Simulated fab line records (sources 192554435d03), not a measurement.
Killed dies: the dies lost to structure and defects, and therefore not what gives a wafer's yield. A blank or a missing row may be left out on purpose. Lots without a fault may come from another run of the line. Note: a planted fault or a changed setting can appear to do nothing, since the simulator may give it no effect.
Which of the tools did it? ; flow n5-finfet ; 24 lots with 72 wafers sampled at 3 steps, on a route of 1938 steps

WHAT THE GAUGES SHOWED, per wafer
N5_FIN_SAQP_CD_MEAS_37: target cd 8 nm.
lot;measured;on;cd-nm (nm)
L074;day 2 02:17;cd-sem-02;8.22 8.41 8.23
L075;day 2 10:04;cd-sem-01;8.07 8.30 8.49
L076;day 2 13:36;cd-sem-03;7.71 8.34 7.78
L077;day 2 20:29;cd-sem-02;7.78 8.21 8.38
L078;day 3 02:59;cd-sem-02;8.34 8.19 7.46
L079;day 3 11:43;cd-sem-01;8.01 7.90 8.29
L080;day 3 15:45;cd-sem-02;8.50 8.42 8.34
L081;day 3 20:13;cd-sem-02;7.93 7.83 7.94
L082;day 4 02:25;cd-sem-01;8.58 7.94 8.33
L083;day 4 08:16;cd-sem-01;8.26 8.01 8.14
L084;day 4 14:15;cd-sem-03;8.20 7.98 7.81
L085;day 4 21:25;cd-sem-02;8.38 7.79 8.51
L086;day 5 03:31;cd-sem-03;8.37 8.29 8.11
L087;day 5 09:53;cd-sem-03;8.66 7.90 8.06
L088;day 5 15:05;cd-sem-02;8.00 8.18 8.51
L089;day 5 19:56;cd-sem-01;8.12 7.76 7.72
L090;day 6 04:56;cd-sem-01;8.23 8.42 8.12
L091;day 6 10:00;cd-sem-03;7.78 8.45 8.16
L092;day 6 16:10;cd-sem-03;7.85 8.23 8.11
L093;day 7 02:22;cd-sem-01;8.01 8.07 8.12
L094;day 7 03:34;cd-sem-02;7.95 8.24 8.50
L095;day 7 08:16;cd-sem-01;7.91 8.41 8.23
L096;day 7 16:59;cd-sem-03;8.05 8.07 7.99
L097;day 7 19:28;cd-sem-03;8.35 8.63 8.47

N5_DUMMY_GATE_THK_MEAS_05.
lot;measured;on;thk-nm (nm)
L074;day 2 17:42;film-metro-01;71.7 73.5 72.0
L075;day 3 02:19;film-metro-01;73.2 73.5 73.7
L076;day 3 12:43;film-metro-01;72.6 72.5 72.9
L077;day 3 13:03;film-metro-01;73.8 70.7 71.4
L078;day 3 20:58;film-metro-02;72.4 71.0 73.5
L079;day 4 02:07;film-metro-01;73.0 73.4 74.0
L080;day 4 06:30;film-metro-02;74.0 73.4 71.7
L081;day 4 10:55;film-metro-02;73.5 73.6 73.6
L082;day 4 16:59;film-metro-01;73.5 73.0 71.6
L083;day 4 23:29;film-metro-01;71.7 70.9 74.2
L084;day 5 05:01;film-metro-02;73.0 75.3 74.9
L085;day 5 13:40;film-metro-02;71.8 72.7 70.1
L086;day 5 19:59;film-metro-02;71.0 70.0 71.6
L087;day 6 01:32;film-metro-01;72.3 71.4 72.4
L088;day 6 07:07;film-metro-02;73.0 71.0 72.2
L089;day 6 10:46;film-metro-01;69.8 72.1 72.8
L090;day 6 22:05;film-metro-01;73.4 70.5 70.5
L091;day 7 01:07;film-metro-01;72.6 73.2 70.2
L092;day 7 06:46;film-metro-02;71.0 72.9 70.0
L093;day 7 18:35;film-metro-01;74.3 72.3 75.0
L094;day 7 22:14;film-metro-01;69.4 70.8 68.6
L095;day 8 01:53;film-metro-02;73.2 74.6 72.6
L096;day 8 12:30;film-metro-02;72.3 72.6 72.0
L097;day 8 15:25;film-metro-02;69.2 72.2 72.1

WHAT TOOL EACH LOT RAN ON (gives the tool, then ch and the chambers of the sampled wafers, and finally the start)
lot;N5_FIN_SAQP_ETCH_64
L074;rie-si-06 ch 0,1,3, day 2 02:09
L075;rie-si-06 ch 0,2,3, day 2 09:55
L076;rie-si-06 ch 0,2, day 2 13:28
L077;rie-si-01 ch 0,1,3, day 2 20:21
L078;rie-si-01 ch 1,2,3, day 3 02:51
L079;rie-si-06 ch 0,1,3, day 3 11:34
L080;rie-si-04 ch 1,2, day 3 15:37
L081;rie-si-06 ch 0,1, day 3 20:05
L082;rie-si-01 ch 1,3, day 4 02:17
L083;rie-si-01 ch 0,1, day 4 08:08
L084;rie-si-06 ch 0,1,2, day 4 14:07
L085;rie-si-01 ch 0,1,2, day 4 21:16
L086;rie-si-04 ch 0,1,2, day 5 03:23
L087;rie-si-06 ch 1,2,3, day 5 09:45
L088;rie-si-01 ch 0,1,3, day 5 14:57
L089;rie-si-04 ch 2,3, day 5 19:48
L090;rie-si-06 ch 0,2, day 6 04:47
L091;rie-si-01 ch 0,1,3, day 6 09:51
L092;rie-si-06 ch 1,2, day 6 16:01
L093;rie-si-01 ch 1,2,3, day 7 02:13
L094;rie-si-06 ch 0,2,3, day 7 03:26
L095;rie-si-04 ch 0,1,3, day 7 08:07
L096;rie-si-04 ch 2,3, day 7 16:51
L097;rie-si-04 ch 0,1,3, day 7 19:20
- N5_FIN_SAQP_ETCH_64: etches SiO2 in CF4, target depth 1.5 nm.

AS READ BY THE TOOLS THEMSELVES (means over the sampled wafers that have a number; for cases with no such wafer, the mark the record gives instead)
N5_FIN_SAQP_ETCH_64.
lot;tool;bias-w (W);drypump-motor-current-A (A);oes-product-au (a.u.);throttle-valve-pct (%)
L074;rie-si-06;401.6;6.1;0.998;21.74
L075;rie-si-06;400.5;5.7;0.999;21.67
L076;rie-si-06;401.5;5.8;0.966;21.54
L077;rie-si-01;400.4;5.8;1.002;21.74
L078;rie-si-01;400.3;5.9;1.003;21.61
L079;rie-si-06;399.3;6.1;0.996;21.74
L080;rie-si-04;401.6;5.8;0.995;21.57
L081;rie-si-06;399.2;6.1;0.967;21.61
L082;rie-si-01;400.7;5.8;1.007;21.71
L083;rie-si-01;400.4;5.3;1.019;21.70
L084;rie-si-06;400.0;6.0;0.980;21.68
L085;rie-si-01;400.3;5.4;1.004;21.61
L086;rie-si-04;400.2;5.9;0.988;21.77
L087;rie-si-06;401.0;5.9;1.005;21.82
L088;rie-si-01;400.5;5.7;1.008;21.75
L089;rie-si-04;399.6;5.6;1.008;21.83
L090;rie-si-06;399.1;5.8;0.966;21.52
L091;rie-si-01;400.4;5.8;1.001;21.75
L092;rie-si-06;400.8;5.9;0.995;21.76
L093;rie-si-01;400.0;5.9;0.994;21.61
L094;rie-si-06;400.6;5.7;0.989;21.67
L095;rie-si-04;400.3;6.0;0.991;21.94
L096;rie-si-04;400.2;5.7;1.010;22.00
L097;rie-si-04;399.0;6.0;0.997;21.94

THE ANSWER, worked out from the rows above alone
Rule: the lots themselves supply what counts as usual. Put in order of their means at a reading, lots are off if they are a third of the lots or fewer, leave a main group of 4 or more, and stand apart from it by a gap of 3 or more times the standard deviation of the main group's means; of several such gaps the widest counts. A main group is skipped when, at the precision printed for the reading in the tables above, its means are all equal. A lot without any number at a reading at which 4 lots or more have one is off too. The other lots that the step has rows for count as sound. The gauges are gone through in route order, then the tools' own readings, and for those a lot's mean is taken as printed above. The first step at which some lot is off is used, and at that step the reading that is off furthest; a lot without a number counts as furthest.
Across all readings shown, no lot is off: no conclusion can be drawn from this.

WHAT THE SIMULATOR HAD PUT IN
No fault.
